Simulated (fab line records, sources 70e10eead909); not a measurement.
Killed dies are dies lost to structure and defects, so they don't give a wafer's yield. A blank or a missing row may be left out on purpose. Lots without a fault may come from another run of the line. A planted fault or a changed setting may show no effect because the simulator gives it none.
Chamber matching | flow nand_harc | NHARC_A_STAIRCASE_TRIM_12 on rie_diel-05: 4 sister chambers
The step chemistry O2, time 211.2 s. 8 wafers are shown with their chamber, then 9 later ones without.

WAFERS WITH THEIR CHAMBER
wafer  | chamber | drypump_motor_current_A (A) | showerhead_plenum_p_Torr (Torr)
L084.4 | 3       | 4.9                         | 3.80
L087.4 | 1       | 6.6                         | 3.41
L088.3 | 0       | 5.5                         | 3.63
L088.5 | 1       | 6.7                         | 3.41
L088.6 | 0       | 5.5                         | 3.64
L089.3 | 2       | 6.3                         | 3.35
L089.4 | 3       | 5.0                         | 3.79
L089.6 | 2       | 6.3                         | 3.35

WAFERS WITHOUT THEIR CHAMBER
wafer  | drypump_motor_current_A (A) | showerhead_plenum_p_Torr (Torr)
L092.4 | 6.7                         | 3.40
L092.5 | 6.3                         | 3.35
L092.6 | 5.0                         | 3.78
L094.1 | 5.0                         | 3.78
L094.2 | 6.6                         | 3.40
L094.3 | 6.3                         | 3.35
L096.2 | 6.3                         | 3.34
L096.3 | 5.5                         | 3.62
L096.6 | 6.4                         | 3.34

WHICH CHAMBER EACH WENT THROUGH
wafer  | from the rows above | in truth
L092.4 | 1                   | 1
L092.5 | 2                   | 2
L092.6 | 3                   | 3
L094.1 | 3                   | 3
L094.2 | 1                   | 1
L094.3 | 2                   | 2
L096.2 | 2                   | 2
L096.3 | 0                   | 0
L096.6 | 2                   | 2
Placed correctly: 9 of 9. Can't be placed from these rows: 0. Placed wrongly: 0.
How it was worked out, from the rows above alone: a wafer's distance from a chamber is the root of the sum, over the readings, of the square of ((its reading less the chamber's mean) divided by the reading's scatter). The wafer belongs to the nearest chamber; if the next one is less than 2 further off, it can't be placed. A chamber's mean is the mean of its shown wafers. The scatter: the root of (the sum of the squares of (reading less its chamber's mean) over the shown wafers, divided by (wafers less chambers)).
